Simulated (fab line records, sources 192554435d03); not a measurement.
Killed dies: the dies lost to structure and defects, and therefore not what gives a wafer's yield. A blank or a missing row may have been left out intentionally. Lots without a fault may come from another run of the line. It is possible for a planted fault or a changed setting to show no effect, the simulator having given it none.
A struck lot beside a sound one :: flow n5-finfet :: 14 out of 1938 route steps
Sound: these wafers, L544.1, L544.2, L544.5. Struck: wafer L556.3. (L556.1, L556.6 of the same lot were not struck and are left out.) The cause comes at the end.
Order at every step that has rows: each side's tool, ch and its chambers, its first start. Under that, the readings that differ: sound wafers :: struck wafers :: difference of the means :: sigmas: that difference in standard deviations of wafers without a fault.
alike: a reading whose means differ by less than 2 such deviations, as well as words and numbers matching on both sides. not compared: withheld readings; readings where some wafer has no value; bounds like >300 that might hide an equal value; numbers whose values overlap and for which the record gives no deviation.
The two part at a step that has a row with sigmas, a row that says differs or no value, or rows on one side only. Numbers that have no deviation but don't overlap get no sigmas and don't part them. A reading that every wafer of one side lacks parts them only if that side has two wafers or more.

N5_BEOL_M15_DESCUM_33: chemistry O2, time 7.9 s.
  sound on rie-diel-04 ch 1,3, day 13 00:19; struck on rie-diel-02 ch 2, day 15 12:43
reading: throttle-valve-pct (%)
sound: 20.62 21.12 21.11
struck: 20.21
difference: -0.74
sigmas: -3
  alike: drypump-motor-current-A, oes-product-au, rf-vpp-V, showerhead-plenum-p-Torr
  not compared: rf-hours-counter-h
then, 2 steps without rows for these wafers: N5_BEOL_M15_ETCH_61 (etches BARC in N2/H2, target depth 89 nm, overetch 26.7 nm, time 67.9 s); N5_BEOL_M15_TRENCH_ETCH_34 (etches SiO2 in C4F8/O2/Ar, target depth 872.93 nm, time 199 s).
N5_BEOL_M15_STRIP_36: strips in O2.
  sound on rie-diel-04 ch 1,2,3, day 13 00:42; struck on rie-diel-02 ch 3, day 15 14:17
reading: oes-product-au (a.u.)
sound: 0.68 0.68 0.80
struck: 0.92
difference: +0.20
sigmas: +2

reading: showerhead-plenum-p-Torr (Torr)
sound: 2.16 2.10 2.18
struck: 2.04
difference: -0.11
sigmas: -2
  alike: drypump-motor-current-A, rf-vpp-V, throttle-valve-pct
  not compared: rf-hours-counter-h
N5_BEOL_M15_STRIP_62: strips in O2.
  sound: rie-diel-04 ch 1,2,3; struck: rie-diel-02 ch 3
reading: oes-product-au (a.u.)
sound: 0.67 0.67 0.79
struck: 0.92
difference: +0.21
sigmas: +2

reading: showerhead-plenum-p-Torr (Torr)
sound: 2.16 2.09 2.18
struck: 2.03
difference: -0.11
sigmas: -2

reading: throttle-valve-pct (%)
sound: 16.87 17.26 16.49
struck: 16.44
difference: -0.43
sigmas: -2
  alike: drypump-motor-current-A, rf-vpp-V
  not compared: rf-hours-counter-h
N5_BEOL_M15_STRIP_37: strips in O2.
  sound: rie-diel-04 ch 1,2,3; struck: rie-diel-02 ch 3
reading: oes-product-au (a.u.)
sound: 0.67 0.67 0.79
struck: 0.92
difference: +0.21
sigmas: +2

reading: showerhead-plenum-p-Torr (Torr)
sound: 2.16 2.09 2.18
struck: 2.03
difference: -0.11
sigmas: -2

reading: throttle-valve-pct (%)
sound: 16.87 17.28 16.50
struck: 16.45
difference: -0.43
sigmas: -2
  alike: drypump-motor-current-A, rf-vpp-V
  not compared: rf-hours-counter-h
then, 3 steps without rows for these wafers: N5_BEOL_M15_ETCH_38 (etches SiCN in CF4/N2, target depth 106.4 nm, time 120.5 s); N5_BEOL_M15_PRECLEAN_39 (cleans in residue remover, time 60 s); N5_BEOL_M15_SRD_40 (time 30 s, dry time 30 s).
N5_BEOL_M15_DEGAS_41: time 60 s.
  sound: pvd-sputter-03 at day 13 03:06; struck: pvd-sputter-03 at day 15 14:54
  alike: heater-power-w
then, 1 step without rows for these wafers: N5_BEOL_M15_PRE_CLEAN_42 (time 30 s).
N5_BEOL_M15_SPUTTER_43: material TaN, target thk 15 nm, time 24.19 s.
  sound: pvd-sputter-03 at day 13 03:11; struck: pvd-sputter-03 at day 15 14:59
reading: model.TaN_of_BEOL_M15_SPUTTER_43.thk-nm (nm)
sound: 14.4 14.8 15
struck: 15.6
difference: +0.9
sigmas: 
  alike: chamber-pressure-pa, throttle-valve-pct
then, 1 step without rows for these wafers: N5_BEOL_M15_SPUTTER_44 (material Ta, target thk 15 nm, time 24.19 s).
N5_PASSIVATION_PROBE_49:
  the record holds rows for the sound wafers here (prober-01, day 13 17:47) but none for the struck ones

== WHERE THEY PART ==
At N5_BEOL_M15_DESCUM_33 first; at N5_PASSIVATION_PROBE_49 last (within this record only).

WHY: whatever the simulator had introduced
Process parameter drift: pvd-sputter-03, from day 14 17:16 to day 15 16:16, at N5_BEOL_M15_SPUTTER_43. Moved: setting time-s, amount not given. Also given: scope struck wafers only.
